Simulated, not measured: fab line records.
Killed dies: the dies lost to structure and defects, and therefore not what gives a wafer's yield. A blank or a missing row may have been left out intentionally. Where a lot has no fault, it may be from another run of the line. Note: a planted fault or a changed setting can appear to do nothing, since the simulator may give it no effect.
Comparing a struck lot with a sound one    flow n5Finfet    19 steps out of a route of 1938
Sound: these wafers, L140.1, L140.2, L140.3. Wafers struck: L154.1, L154.2, L154.3. At the end, the cause is stated.
For every step that has rows: the tool of each side, followed by ch and its chambers, followed by its first start. Under that, the readings that differ: sound wafers    struck wafers    difference of the means    sigmas: that difference in standard deviations of wafers without a fault.
alike: words and numbers the same on both sides, and readings whose means are apart by under 2 such deviations; not compared: readings that were withheld, readings missing a value for some wafer, numbers with overlapping values and no deviation given by the record, and bounds like >300 which may hide the same value.
A row with sigmas, a row that says differs or no value, or rows on one side alone: a step with any of these is where the two part. Non-overlapping numbers with no deviation appear without sigmas and do not part them. A reading that every wafer of one side lacks parts them only if that side has two wafers or more.

first, 7 steps without rows for these wafers: N5_BEOL_M13_COAT_04 (resist thk 400 nm); N5_BEOL_M13_EBR_06; N5_BEOL_M13_SOFTBAKE_05 (time 60 s); N5_BEOL_M13_EXPOSE_07 (exposes mask V12); N5_BEOL_M13_PEB_08 (peb time 90 s); N5_BEOL_M13_DEVELOP_09 (develop time 45 s); N5_BEOL_M13_HARDBAKE_14 (time 120 s).
N5_BEOL_M13_CD_MEAS_10: target cd 190 nm.
  sound on cdSem-03 ch 0, day 11 18:52; struck on cdSem-01 ch 0, day 15 04:35
  alike: cdNm
N5_BEOL_M13_OVL_MEAS_11:
  sound on overlay-01 ch 0, day 11 18:53; struck on overlay-02 ch 0, day 15 04:38
  alike: V12_OVL
N5_BEOL_M13_INSPECT_12: inspects for defects (macro).
  sound on defectInspect-02 at day 11 18:55; struck on defectInspect-02 at day 15 04:39
  alike: rawDefectCount
N5_BEOL_M13_DESCUM_15: chemistry O2, time 7.9 s.
  sound on rieDiel-01 ch 0,1,2, day 11 18:57; struck on rieDiel-01 ch 0,2,3, day 15 04:55
  alike: drypumpMotorCurrentA, oesProductAu, rfVppV, showerheadPlenumPTorr, throttleValvePct
  not compared: rfHoursCounterH
N5_BEOL_M13_ETCH_59: etches BARC in N2/H2, target depth 89 nm, overetch 26.7 nm, time 67.9 s.
  sound on rieDiel-01 ch 0,1,2, day 11 18:59; struck on rieDiel-01 ch 0,2,3, day 15 04:57
  alike: biasW, chamberPressureMTorr, drypumpMotorCurrentA, oesProductAu, rfVppV, showerheadPlenumPTorr, throttleValvePct
  not compared: rfHoursCounterH
N5_BEOL_M13_VIA_ETCH_16: etches SiOC in C4F8/O2/Ar, target depth 921.7 nm.
  sound on rieDiel-01 ch 0,1,2, day 11 19:02; struck on rieDiel-01 ch 0,2,3, day 15 05:00
  no value came back on the struck wafers for any of 7 readings (C4F8_flow_sccm (sccm), O2_flow_sccm (sccm) and others); on the sound wafers C4F8_flow_sccm (sccm) reads 15.04 14.96 14.94
reading                                    sound         struck           difference  sigmas
model.coat_of_BEOL_M13_COAT_04.thkNm (nm)  74.2 77.2 71  316 317.4 319.4  +243        
N5_BEOL_M13_STRIP_63: strips in N2/H2.
  sound on plasmaAsher-02 ch 0,1, day 11 19:16; struck on plasmaAsher-02 ch 0,1, day 15 05:14
reading                   sound              struck             difference  sigmas
oesProductAu (a.u.)       0.676 0.690 0.677  0.856 0.855 0.858  +0.175      +36
stripTimeToEndpointS (s)  28.9 29.8 27.9     92.5 92.9 93.4     +64.1       +49
  alike: drypumpMotorCurrentA, heaterPowerW
  not compared: rfHoursCounterH
N5_BEOL_M13_STRIP_64: strips in N2/H2.
  sound on plasmaAsher-02 ch 0,1, day 11 19:20; struck on plasmaAsher-02 ch 0,1, day 15 05:18
reading                   sound              struck             difference  sigmas
stripTimeToEndpointS (s)  31.29 31.22 31.27  31.39 31.41 31.38  +0.13       +2
  alike: drypumpMotorCurrentA, heaterPowerW, oesProductAu
  not compared: rfHoursCounterH
then, 2 steps without rows for these wafers: N5_BEOL_M13_STRIP_71 (strips in post etch residue remover, time 60 s); N5_BEOL_M13_SRD_72 (time 30 s, dry time 30 s).
N5_BEOL_M13_CD_MEAS_17: target cd 190 nm.
  sound on cdSem-02 at day 11 19:29; struck on cdSem-03 at day 15 05:26
reading    sound              struck  difference                     sigmas
cdNm (nm)  188.3 190.3 187.8  - - -   no value on the struck wafers  
then, 1 step without rows for these wafers: N5_BEOL_M13_COAT_65 (time 60 s, resist thk 350 nm).

WHERE THEY PART
Last at N5_BEOL_M13_CD_MEAS_17 as far as this record goes, first at N5_BEOL_M13_VIA_ETCH_16.

WHY: whatever the simulator had introduced
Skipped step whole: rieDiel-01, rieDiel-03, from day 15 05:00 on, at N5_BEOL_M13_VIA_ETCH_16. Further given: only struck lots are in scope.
